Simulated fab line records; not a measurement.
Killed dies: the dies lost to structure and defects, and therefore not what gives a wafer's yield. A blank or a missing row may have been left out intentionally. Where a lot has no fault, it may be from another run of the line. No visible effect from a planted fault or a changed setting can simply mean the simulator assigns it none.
Split-lot trial + flow n5_finfet + 21 wafers read from 7 lots, route of 1938 steps

ON THE SPLIT
At N5_MOL_CONTACT_COAG_EXPOSE_37 (exposes mask VD, defocus 0 nm), the setting dose_mj was moved away from the recipe's 62 on 7 of the 21 wafers read, by -4.7% to +7.3%. The other wafers ran this setting at the recipe's value.

FROM THE SPLIT TO THE READING: what the file shows between them, 5 steps
- N5_MOL_CONTACT_COAG_PEB_38: peb time 60 s
- N5_MOL_CONTACT_COAG_DEVELOP_39: develop time 30 s
- N5_MOL_CONTACT_COAG_CD_MEAS_40: target cd 25.1 nm
- N5_MOL_CONTACT_COAG_PRECLEAN_138: cleans in alkaline clean, time 60 s
- N5_MOL_CONTACT_COAG_SRD_139: time 30 s

THE READING
cd_nm at N5_MOL_CONTACT_COAG_CD_MEAS_101, given in nm (cd target 16 nm). On this fab line, fault-free wafers typically give 15.95 nm with a standard deviation of 0.29 nm.

| wafer  | tool, chamber at the split | dose_mj as run | against the recipe | cd_nm, nm | against lot-mates on the recipe |
|--------|----------------------------|----------------|--------------------|-----------|---------------------------------|
| L074.3 | euv_scanner-01, 0          | 59.75          | -3.6%              | 15.22     | -0.33                           |
| L074.5 | euv_scanner-01, 0          | 62             | recipe             | 15.55     | -                               |
| L074.6 | euv_scanner-01, 0          | 59.75          | -3.6%              | 15.33     | -0.22                           |
| L077.1 | euv_scanner-01, 0          | 62             | recipe             | 16.02     | -                               |
| L077.4 | euv_scanner-01, 0          | 62             | recipe             | 16.38     | -                               |
| L077.5 | euv_scanner-01, 0          | 62             | recipe             | 15.85     | -                               |
| L086.1 | euv_scanner-01, 0          | 62             | recipe             | 16.01     | -                               |
| L086.3 | euv_scanner-01, 0          | 62             | recipe             | 15.65     | -                               |
| L086.6 | euv_scanner-01, 0          | 59.1           | -4.7%              | 15.48     | -0.35                           |
| L087.1 | euv_scanner-01, 0          | 62             | recipe             | 15.98     | -                               |
| L087.2 | euv_scanner-01, 0          | 62             | recipe             | 16.36     | -                               |
| L087.6 | euv_scanner-01, 0          | 65.44          | +5.5%              | 17.32     | +1.15                           |
| L091.3 | euv_scanner-02, 0          | 62             | recipe             | 15.72     | -                               |
| L091.4 | euv_scanner-02, 0          | 62             | recipe             | 15.57     | -                               |
| L091.6 | euv_scanner-02, 0          | 62             | recipe             | 15.95     | -                               |
| L093.1 | euv_scanner-02, 0          | 62             | recipe             | 16.16     | -                               |
| L093.2 | euv_scanner-02, 0          | 66.54          | +7.3%              | 17.11     | +1.02                           |
| L093.4 | euv_scanner-02, 0          | 62             | recipe             | 16.01     | -                               |
| L094.2 | euv_scanner-02, 0          | 65.89          | +6.3%              | 17.29     | +0.97                           |
| L094.4 | euv_scanner-02, 0          | 62             | recipe             | 16.32     | -                               |
| L094.6 | euv_scanner-02, 0          | 65.89          | +6.3%              | 17.00     | +0.68                           |

THE FIT
A straight line over all 21 wafers: cd_nm changes by +0.178 nm for each +1% of dose_mj; r = +0.91; the points scatter about the line by 0.26 nm.
The same after taking each lot's own level away (the mean of its wafers on the recipe; 21 wafers): +0.128 nm for each +1%; r = +0.91; scatter 0.19 nm.
On that fit, the largest move of dose_mj shifts the reading by 0.94 nm.
Across the lots, their own levels run from 15.550 to 16.320 nm, a range of 2.7 times the standard deviation given above.
Hence the slope depends on the lot-to-lot level, as the two fits are not the same.
Check: with one of the wafers moved furthest among these (+7.3%) left out of the fit, the line predicts +0.985 nm for it against its lot-mates. Against them it came out at +1.02 nm.

THE OTHER SPLITS THESE WAFERS WENT THROUGH
Other splits were also applied to these wafers ahead of the reading. Each is held against what the fit with the lots' levels taken away leaves over:
| other split on the same wafers       | wafers away from the commonest value | r with cd_nm (lot level and that fit taken away) |
|--------------------------------------|--------------------------------------|--------------------------------------------------|
| N5_SDB_ETCH_17 bias_w                | 6                                    | -0.02                                            |
| N5_HKMG_FIN_ETCH_58 source_w         | 11                                   | +0.18                                            |
| N5_GATE_CUT_DESCUM_18 time_s         | 4                                    | -0.24                                            |
| N5_MOL_CONTACT_COAG_ETCH_47 source_w | 3                                    | -0.16                                            |

THE WHOLE CHAIN: every reading that the file lists as answering this split, in the file's order
| step                            | what it does      | reading | change (the file's fit)               | r (the file's) |
|---------------------------------|-------------------|---------|---------------------------------------|----------------|
| N5_MOL_CONTACT_COAG_CD_MEAS_40  | target cd 25.1 nm | cd_nm   | +0.199 nm for each +1% of the setting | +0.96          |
| N5_MOL_CONTACT_COAG_CD_MEAS_101 | target cd 16 nm   | cd_nm   | +0.136 nm for each +1% of the setting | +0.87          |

THE FILE'S OWN FIT
cd_nm changes by +0.136 nm for each +1% of dose_mj, r = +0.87.
